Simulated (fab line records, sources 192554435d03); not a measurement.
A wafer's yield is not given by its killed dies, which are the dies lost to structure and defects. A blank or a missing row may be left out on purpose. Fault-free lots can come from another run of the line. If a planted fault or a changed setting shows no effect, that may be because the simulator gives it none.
Comparing a struck lot with a sound one	flow n5-finfet	37 steps out of a route of 1938
Sound: wafers L707.2, L707.5, L707.6. Wafers L703.1, L703.4, L703.5 were the ones struck. Last of all comes the cause.
At each step with rows: each side's tool, then ch and its chambers, then its first start. Under that, the readings that differ: sound wafers	struck wafers	difference of the means	sigmas: that difference in standard deviations of wafers without a fault.
alike: same words and numbers on both sides, and readings whose means sit less than 2 such deviations apart. not compared: any withheld reading, any reading some wafer has no value for, any bound like >300 that may hide the same value, and any number with overlapping values for which the record gives no deviation.
Wherever a step has rows on one side only, a row that says differs or no value, or a row with sigmas, the two part there. When numbers do not overlap yet have no deviation, they are printed without sigmas and do not part them. Lack of a reading on every wafer of one side parts them only where that side has two or more wafers.

first, 8 steps without rows for these wafers: N5_BEOL_M0_ECD_118 (material Cu, target thk 300 nm); N5_BEOL_M0_ANNEAL_119 (time 90 s); N5_BEOL_M0_CMP_120 (polishes, stops on SiOC, t overpolish 6.9 s); N5_BEOL_M0_PRE_CLEAN_131 (time 15 s); N5_BEOL_M0_CO_CAP_123 (material Co, precursor CCTBA/H2, target thk 2 nm, time 102.1 s); N5_BEOL_M0_PRE_CLEAN_124 (time 15 s); N5_BEOL_M0_DEP_125 (deposits SiCN from 3MS/NH3, target thk 8 nm, time 14 s); N5_BEOL_M1_ILD_DEP_00 (deposits SiOC from DEMS/O2, target thk 79 nm, time 15.3 s).
N5_BEOL_M1_PECVD_72: deposits SiO2 from TEOS/O2, target thk 16 nm, time 18 s.
  sound on pecvd-01 ch 0,1,2, day 9 23:22; struck on pecvd-03 ch 0,1,2, day 9 02:44
reading	sound	struck	difference	sigmas
susceptor-temp-C (C)	400.42 400.09 400.08	378.69 378.41 378.45	-21.68	-94
model.SiO2_of_BEOL_M1_PECVD_72.thk-nm (nm)	15.6 16.2 16.2	18 18.2 18.2	+2	
  alike: heater-power-w, showerhead-plenum-p-Torr, throttle-valve-pct
then, 25 steps without rows for these wafers: N5_BEOL_M1_HM_DEP_02 (deposits TiN, target thk 20 nm); N5_BEOL_M1_COAT_61 (time 60 s, resist thk 60 nm); N5_BEOL_M1_COAT_62 (time 60 s, resist thk 12 nm); N5_BEOL_M1_COAT_73 (time 60 s, resist thk 5 nm); N5_BEOL_M1_COAT_05 (resist thk 30 nm); N5_BEOL_M1_EBR_07; N5_BEOL_M1_SOFTBAKE_06 (time 60 s); N5_BEOL_M1_EXPOSE_08 (exposes mask M1); N5_BEOL_M1_PEB_09 (peb time 60 s); N5_BEOL_M1_DEVELOP_10 (develop time 30 s); N5_BEOL_M1_DESCUM_16 (chemistry O2, time 7 s); N5_BEOL_M1_ETCH_74 (etches underlayer in N2/H2, target depth 6.5 nm, time 5.2 s); N5_BEOL_M1_ETCH_63 (etches SiARC in CF4, target depth 15.6 nm, time 26 s); N5_BEOL_M1_ETCH_64 (etches SOC in N2/H2, target depth 75 nm, overetch 15 nm, time 112.5 s); N5_BEOL_M1_STRIP_65 (strips in N2/H2); N5_BEOL_M1_STRIP_75 (strips in N2/H2); N5_BEOL_M1_STRIP_66 (strips in CF4); N5_BEOL_M1_HM_OPEN_17 (chemistry Cl2/BCl3, target TiN, target depth 20 nm, overetch 6 nm); N5_BEOL_M1_STRIP_19 (strips in O2); N5_BEOL_M1_COAT_67 (time 60 s, resist thk 60 nm); N5_BEOL_M1_COAT_68 (time 60 s, resist thk 12 nm); N5_BEOL_M1_COAT_76 (time 60 s, resist thk 5 nm); N5_BEOL_M1_COAT_22 (resist thk 30 nm); N5_BEOL_M1_EBR_24; N5_BEOL_M1_SOFTBAKE_23 (time 60 s).
N5_BEOL_M1_HM_STRIP_39: strips TiN in peroxide tin strip, target depth 25 nm, time 158 s.
  sound on wet-bench-04 ch 0,2,6, day 10 06:01; struck on wet-bench-04 ch 0,1,5, day 9 07:59
reading	sound	struck	difference	sigmas
model.SiO2_of_BEOL_M1_PECVD_72.thk-nm (nm)	15.4 16 16	17.8 18 18	+2.1	
N5_BEOL_M1_CMP_52: polishes, stops on SiOC, t overpolish 6.8 s, target thk 40 nm.
  sound on cmp-01 ch 0,3, day 10 09:31; struck on cmp-01 ch 1,2, day 9 11:58
reading	sound	struck	difference	sigmas
barrier-field-endpoint-s (s)	23.5 25.0 24.2	28.1 26.9 26.8	+3.0	+4
  alike: clearing-platen-down-force-psi, head-pressure-psi, motor-current-A
N5_BEOL_M4_RC_MEAS_101:
  sound on prober-02 ch 0, day 11 13:58; struck on prober-01 ch 0, day 10 20:19
  alike: DIBL_N, DIBL_P, IOFF_N, IOFF_P, ION_N, ION_P, SS_N, SS_P, VT_N, VT_P

== WHERE THEY PART ==
Earliest at N5_BEOL_M1_PECVD_72; latest, in this record, at N5_BEOL_M1_CMP_52. Later steps at which nothing parts them and some readings are alike: N5_BEOL_M4_RC_MEAS_101.

WHY: what had been put in by the simulator
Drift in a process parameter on pecvd-03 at N5_BEOL_M1_PECVD_72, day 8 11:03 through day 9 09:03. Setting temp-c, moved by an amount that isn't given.
